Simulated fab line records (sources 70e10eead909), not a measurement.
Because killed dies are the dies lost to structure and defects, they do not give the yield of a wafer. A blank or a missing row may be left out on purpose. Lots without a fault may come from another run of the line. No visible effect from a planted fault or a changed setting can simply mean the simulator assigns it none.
Which of the tools did it? || flow nand-harc || 11 lots with 33 wafers sampled at 4 steps, on a route of 1302 steps

WHAT THE GAUGES READ, wafer by wafer
NHARC_P_GATE_CD_MEAS_26 targets a cd of 120 nm.
{"lot": "L180", "measured": "day 5 07:44", "on": "cd-sem-01", "cd-nm (nm)": "120.3 119.8 120.5"}
{"lot": "L182", "measured": "day 6 05:19", "on": "cd-sem-02", "cd-nm (nm)": "120.4 120.2 121.5"}
{"lot": "L183", "measured": "day 6 16:56", "on": "cd-sem-02", "cd-nm (nm)": "119.3 118.4 119.7"}
{"lot": "L184", "measured": "day 6 23:44", "on": "cd-sem-01", "cd-nm (nm)": "120.1 120.1 119.3"}
{"lot": "L186", "measured": "day 8 04:12", "on": "cd-sem-01", "cd-nm (nm)": "121.4 120.7 121.1"}
{"lot": "L192", "measured": "day 11 00:01", "on": "cd-sem-01", "cd-nm (nm)": "125.8 126.5 126.4"}
{"lot": "L193", "measured": "day 10 23:43", "on": "cd-sem-02", "cd-nm (nm)": "125.5 126.6 126.0"}
{"lot": "L196", "measured": "day 11 21:39", "on": "cd-sem-03", "cd-nm (nm)": "120.1 119.0 119.9"}
{"lot": "L197", "measured": "day 12 10:19", "on": "cd-sem-02", "cd-nm (nm)": "120.4 120.5 119.2"}
{"lot": "L200", "measured": "day 13 22:26", "on": "cd-sem-03", "cd-nm (nm)": "121.6 122.2 121.1"}
{"lot": "L201", "measured": "day 14 04:23", "on": "cd-sem-01", "cd-nm (nm)": "121.0 120.2 120.9"}

WHAT TOOL EACH LOT RAN ON (gives the tool, then ch and the chambers of the sampled wafers, and finally the start)
{"lot": "L180", "NHARC_P_STI_ETCH_31": "rie-diel-13 ch 0,2,3, day 3 07:14 or earlier", "NHARC_P_STI_ETCH_15": "rie-si-04 ch 0,1, day 3 07:14", "NHARC_P_GATE_PEB_24": "litho-track-01 ch 0, day 5 07:39"}
{"lot": "L182", "NHARC_P_STI_ETCH_31": "rie-diel-11 ch 1,2,3, day 4 02:58 or earlier", "NHARC_P_STI_ETCH_15": "rie-si-04 ch 0,3, day 4 02:58", "NHARC_P_GATE_PEB_24": "litho-track-01 ch 0, day 6 05:14"}
{"lot": "L183", "NHARC_P_STI_ETCH_31": "rie-diel-09 ch 0,1,2, day 4 14:11 or earlier", "NHARC_P_STI_ETCH_15": "rie-si-06 ch 0,2,3, day 4 14:11", "NHARC_P_GATE_PEB_24": "litho-track-06 ch 0, day 6 16:52"}
{"lot": "L184", "NHARC_P_STI_ETCH_31": "rie-diel-11 ch 1,2, day 4 23:18 or earlier", "NHARC_P_STI_ETCH_15": "rie-si-06 ch 1,2, day 4 23:18", "NHARC_P_GATE_PEB_24": "litho-track-01 ch 0, day 6 23:40"}
{"lot": "L186", "NHARC_P_STI_ETCH_31": "rie-diel-11 ch 0,3, day 5 17:31 or earlier", "NHARC_P_STI_ETCH_15": "rie-si-04 ch 0,3, day 5 17:31", "NHARC_P_GATE_PEB_24": "litho-track-04 ch 0, day 8 04:07"}
{"lot": "L192", "NHARC_P_STI_ETCH_31": "rie-diel-13 ch 0,3, day 8 08:28 or earlier", "NHARC_P_STI_ETCH_15": "rie-si-01 ch 2,3, day 8 08:28", "NHARC_P_GATE_PEB_24": "litho-track-01 ch 0, day 10 23:56"}
{"lot": "L193", "NHARC_P_STI_ETCH_31": "rie-diel-13 ch 1,2,3, day 8 14:49 or earlier", "NHARC_P_STI_ETCH_15": "rie-si-06 ch 0,2, day 8 14:49", "NHARC_P_GATE_PEB_24": "litho-track-01 ch 0, day 10 23:38"}
{"lot": "L196", "NHARC_P_STI_ETCH_31": "rie-diel-09 ch 0,2,3, day 9 21:12 or earlier", "NHARC_P_STI_ETCH_15": "rie-si-06 ch 1,2,3, day 9 21:12", "NHARC_P_GATE_PEB_24": "litho-track-06 ch 0, day 11 21:34"}
{"lot": "L197", "NHARC_P_STI_ETCH_31": "rie-diel-09 ch 0,2,3, day 10 08:20 or earlier", "NHARC_P_STI_ETCH_15": "rie-si-04 ch 0,2,3, day 10 08:20", "NHARC_P_GATE_PEB_24": "litho-track-06 ch 0, day 12 10:14"}
{"lot": "L200", "NHARC_P_STI_ETCH_31": "rie-diel-11 ch 1,2, day 11 13:29 or earlier", "NHARC_P_STI_ETCH_15": "rie-si-04 ch 0,1, day 11 13:29", "NHARC_P_GATE_PEB_24": "litho-track-04 ch 0, day 13 22:21"}
{"lot": "L201", "NHARC_P_STI_ETCH_31": "rie-diel-13 ch 0,1,3, day 12 00:41 or earlier", "NHARC_P_STI_ETCH_15": "rie-si-04 ch 0,1,2, day 12 00:41", "NHARC_P_GATE_PEB_24": "litho-track-01 ch 0, day 14 04:18"}
- NHARC_P_STI_ETCH_31: etches the open film in CF4/CHF3, target depth 108.9 nm, time 54.5 s.
- NHARC_P_STI_ETCH_15: etches the open film in HBr/Cl2, target depth 300 nm, time 100.1 s.
- NHARC_P_GATE_PEB_24: peb time 65 s.

WHAT THE TOOLS THEMSELVES READ (means of the sampled wafers that have a number; where no wafer has one, the mark that the record gives instead)
NHARC_P_STI_ETCH_31.
{"lot": "L180", "tool": "rie-diel-13", "chamber-pressure-mTorr (mTorr)": 25.01, "drypump-motor-current-A (A)": 5.7, "oes-product-au (a.u.)": 0.969, "rf-vpp-V (V)": 370.2, "showerhead-plenum-p-Torr (Torr)": 1.56, "throttle-valve-pct (%)": 16.808}
{"lot": "L182", "tool": "rie-diel-11", "chamber-pressure-mTorr (mTorr)": 25.00, "drypump-motor-current-A (A)": 5.6, "oes-product-au (a.u.)": 0.960, "rf-vpp-V (V)": 369.8, "showerhead-plenum-p-Torr (Torr)": 1.54, "throttle-valve-pct (%)": 16.787}
{"lot": "L183", "tool": "rie-diel-09", "chamber-pressure-mTorr (mTorr)": 25.00, "drypump-motor-current-A (A)": 6.1, "oes-product-au (a.u.)": 0.959, "rf-vpp-V (V)": 371.9, "showerhead-plenum-p-Torr (Torr)": 1.61, "throttle-valve-pct (%)": 16.803}
{"lot": "L184", "tool": "rie-diel-11", "chamber-pressure-mTorr (mTorr)": 24.91, "drypump-motor-current-A (A)": 5.3, "oes-product-au (a.u.)": 0.969, "rf-vpp-V (V)": 369.0, "showerhead-plenum-p-Torr (Torr)": 1.52, "throttle-valve-pct (%)": 16.799}
{"lot": "L186", "tool": "rie-diel-11", "chamber-pressure-mTorr (mTorr)": 25.00, "drypump-motor-current-A (A)": 5.7, "oes-product-au (a.u.)": 0.973, "rf-vpp-V (V)": 371.6, "showerhead-plenum-p-Torr (Torr)": 1.59, "throttle-valve-pct (%)": 16.801}
{"lot": "L192", "tool": "rie-diel-13", "chamber-pressure-mTorr (mTorr)": 25.01, "drypump-motor-current-A (A)": 5.7, "oes-product-au (a.u.)": 0.969, "rf-vpp-V (V)": 370.1, "showerhead-plenum-p-Torr (Torr)": 1.58, "throttle-valve-pct (%)": 16.810}
{"lot": "L193", "tool": "rie-diel-13", "chamber-pressure-mTorr (mTorr)": 25.00, "drypump-motor-current-A (A)": 6.1, "oes-product-au (a.u.)": 0.967, "rf-vpp-V (V)": 370.6, "showerhead-plenum-p-Torr (Torr)": 1.58, "throttle-valve-pct (%)": 16.800}
{"lot": "L196", "tool": "rie-diel-09", "chamber-pressure-mTorr (mTorr)": 25.02, "drypump-motor-current-A (A)": 6.0, "oes-product-au (a.u.)": 0.963, "rf-vpp-V (V)": 372.8, "showerhead-plenum-p-Torr (Torr)": 1.64, "throttle-valve-pct (%)": 16.801}
{"lot": "L197", "tool": "rie-diel-09", "chamber-pressure-mTorr (mTorr)": 25.01, "drypump-motor-current-A (A)": 6.0, "oes-product-au (a.u.)": 0.967, "rf-vpp-V (V)": 372.8, "showerhead-plenum-p-Torr (Torr)": 1.64, "throttle-valve-pct (%)": 16.802}
{"lot": "L200", "tool": "rie-diel-11", "chamber-pressure-mTorr (mTorr)": 25.01, "drypump-motor-current-A (A)": 5.3, "oes-product-au (a.u.)": 0.971, "rf-vpp-V (V)": 369.2, "showerhead-plenum-p-Torr (Torr)": 1.51, "throttle-valve-pct (%)": 16.804}
{"lot": "L201", "tool": "rie-diel-13", "chamber-pressure-mTorr (mTorr)": 25.02, "drypump-motor-current-A (A)": 6.0, "oes-product-au (a.u.)": 0.970, "rf-vpp-V (V)": 371.5, "showerhead-plenum-p-Torr (Torr)": 1.60, "throttle-valve-pct (%)": 16.803}

NHARC_P_STI_ETCH_15.
{"lot": "L180", "tool": "rie-si-04", "chamber-pressure-mTorr (mTorr)": 14.998, "drypump-motor-current-A (A)": 5.8, "oes-product-au (a.u.)": 1.000, "throttle-valve-pct (%)": 26.413}
{"lot": "L182", "tool": "rie-si-04", "chamber-pressure-mTorr (mTorr)": 15.000, "drypump-motor-current-A (A)": 5.7, "oes-product-au (a.u.)": 0.999, "throttle-valve-pct (%)": 26.410}
{"lot": "L183", "tool": "rie-si-06", "chamber-pressure-mTorr (mTorr)": 14.999, "drypump-motor-current-A (A)": 5.9, "oes-product-au (a.u.)": 0.991, "throttle-valve-pct (%)": 26.405}
{"lot": "L184", "tool": "rie-si-06", "chamber-pressure-mTorr (mTorr)": 15.016, "drypump-motor-current-A (A)": 5.5, "oes-product-au (a.u.)": 1.007, "throttle-valve-pct (%)": 26.402}
{"lot": "L186", "tool": "rie-si-04", "chamber-pressure-mTorr (mTorr)": 15.000, "drypump-motor-current-A (A)": 5.7, "oes-product-au (a.u.)": 0.997, "throttle-valve-pct (%)": 26.415}
{"lot": "L192", "tool": "rie-si-01", "chamber-pressure-mTorr (mTorr)": 15.004, "drypump-motor-current-A (A)": 6.3, "oes-product-au (a.u.)": 0.996, "throttle-valve-pct (%)": 26.409}
{"lot": "L193", "tool": "rie-si-06", "chamber-pressure-mTorr (mTorr)": 14.997, "drypump-motor-current-A (A)": 5.7, "oes-product-au (a.u.)": 1.000, "throttle-valve-pct (%)": 26.406}
{"lot": "L196", "tool": "rie-si-06", "chamber-pressure-mTorr (mTorr)": 14.995, "drypump-motor-current-A (A)": 5.8, "oes-product-au (a.u.)": 1.005, "throttle-valve-pct (%)": 26.407}
{"lot": "L197", "tool": "rie-si-04", "chamber-pressure-mTorr (mTorr)": 15.008, "drypump-motor-current-A (A)": 5.6, "oes-product-au (a.u.)": 0.998, "throttle-valve-pct (%)": 26.411}
{"lot": "L200", "tool": "rie-si-04", "chamber-pressure-mTorr (mTorr)": 15.008, "drypump-motor-current-A (A)": 5.8, "oes-product-au (a.u.)": 1.000, "throttle-valve-pct (%)": 26.404}
{"lot": "L201", "tool": "rie-si-04", "chamber-pressure-mTorr (mTorr)": 15.003, "drypump-motor-current-A (A)": 5.7, "oes-product-au (a.u.)": 0.999, "throttle-valve-pct (%)": 26.403}

NHARC_P_GATE_PEB_24.
{"lot": "L180", "tool": "litho-track-01", "heater-power-total-W (W)": 157.0}
{"lot": "L182", "tool": "litho-track-01", "heater-power-total-W (W)": 156.1}
{"lot": "L183", "tool": "litho-track-06", "heater-power-total-W (W)": 156.6}
{"lot": "L184", "tool": "litho-track-01", "heater-power-total-W (W)": 156.9}
{"lot": "L186", "tool": "litho-track-04", "heater-power-total-W (W)": 156.7}
{"lot": "L192", "tool": "litho-track-01", "heater-power-total-W (W)": 170.7}
{"lot": "L193", "tool": "litho-track-01", "heater-power-total-W (W)": 171.1}
{"lot": "L196", "tool": "litho-track-06", "heater-power-total-W (W)": 157.0}
{"lot": "L197", "tool": "litho-track-06", "heater-power-total-W (W)": 156.8}
{"lot": "L200", "tool": "litho-track-04", "heater-power-total-W (W)": 156.5}
{"lot": "L201", "tool": "litho-track-01", "heater-power-total-W (W)": 156.5}

THE ANSWER, worked out from the rows above alone
Rule: the usual values come from the lots themselves. The widest of any qualifying gaps counts: lots, ordered by their means at a reading, are off when they make up no more than a third of the lots, leave a main group of 4 or more, and stand apart from it by 3 or more times the standard deviation of that group's means. A main group is skipped when, at the precision printed for the reading in the tables above, its means are all equal. A lot without any number at a reading at which 4 lots or more have one is off too. Any other lot the step has rows for is counted as sound. First the gauges in route order, then the tools' own readings, where a lot's mean is used as printed above. At the first step where some lot is off, the reading lying furthest off is the one used; lots without a number count as furthest.
Off, at NHARC_P_GATE_CD_MEAS_26 on cd-nm: L192, L193. Main group: mean 120.3 nm, sd 0.73.
A tool fits if, at a process step before that reading, it ran every lot that is off, and no sound lot after the first of them. Not tried: the gauges at NHARC_P_GATE_CD_MEAS_26; whatever is off there is also off at NHARC_P_GATE_PEB_24, on other tools, and gauge error can't account for it. With no start given for some of its lots, NHARC_P_STI_ETCH_31 uses the hours and lot order of NHARC_P_STI_ETCH_15. Not one of the candidates tried fits.

WHAT WAS PUT IN BY THE SIMULATOR
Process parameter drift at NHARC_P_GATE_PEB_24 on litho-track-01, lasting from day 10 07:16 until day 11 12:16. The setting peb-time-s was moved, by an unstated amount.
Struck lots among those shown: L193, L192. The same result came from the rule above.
